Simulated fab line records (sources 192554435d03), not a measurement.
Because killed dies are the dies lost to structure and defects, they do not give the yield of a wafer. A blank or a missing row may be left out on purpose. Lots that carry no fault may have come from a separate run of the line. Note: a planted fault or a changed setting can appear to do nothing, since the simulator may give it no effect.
Matching of chambers ; flow n5-finfet ; 4 sister chambers for N5_FIN_SAQP_STRIP_55 on rie-diel-01
The step strips in N2/H2. 14 wafers are shown with their chamber, then 7 later ones without.

== WAFERS WITH THEIR CHAMBER ==
wafer;chamber;drypump-motor-current-A (A);showerhead-plenum-p-Torr (Torr);throttle-valve-pct (%)
L076.2;1;4.7;3.49;18.8
L076.5;2;6.3;3.34;19.1
L076.6;3;4.9;3.34;18.6
L077.1;0;4.9;3.29;18.7
L077.2;2;6.3;3.34;19.0
L077.5;2;6.3;3.34;19.0
L080.1;0;4.9;3.28;18.7
L080.3;1;4.7;3.48;18.9
L080.5;3;4.8;3.34;18.6
L082.1;2;6.3;3.34;19.1
L082.2;1;4.7;3.48;18.9
L082.6;1;4.7;3.48;18.9
L089.2;1;4.7;3.47;18.9
L089.5;3;4.9;3.33;18.7

SIGNATURES, as means of the wafers listed above
reading;chamber 0;chamber 1;chamber 2;chamber 3;scatter within a chamber
drypump-motor-current-A;4.900;4.700;6.300;4.867;0.0258
showerhead-plenum-p-Torr;3.2850;3.4800;3.3400;3.3367;0.00563
throttle-valve-pct;18.700;18.880;19.050;18.633;0.0497
Rule: a wafer lies at a distance from a chamber equal to the root of the sum of squares, over the readings, of (its reading less the chamber's mean, divided by the reading's scatter). The wafer belongs to the nearest chamber; if the next one is less than 2 further off, it can't be placed. The scatter is the square root of a quotient: the sum, over the shown wafers, of each reading's squared deviation from its chamber's mean, divided by wafers minus chambers.

== WAFERS WHOSE CHAMBER IS MISSING ==
wafer;drypump-motor-current-A (A);showerhead-plenum-p-Torr (Torr);throttle-valve-pct (%)
L089.6;6.3;3.33;19.1
L093.3;4.9;3.27;18.8
L093.5;6.3;3.33;19.1
L093.6;4.9;3.33;18.7
L095.3;6.3;3.33;19.1
L095.4;4.9;3.33;18.7
L095.5;4.7;3.47;18.9

== CHAMBER TAKEN BY EACH ==
wafer;from the rows above;in truth
L089.6;2;2
L093.3;0;0
L093.5;2;2
L093.6;3;3
L095.3;2;2
L095.4;3;3
L095.5;1;1
Placed correctly: 7 of 7. Number that these rows cannot place: 0. Number placed wrongly: 0.
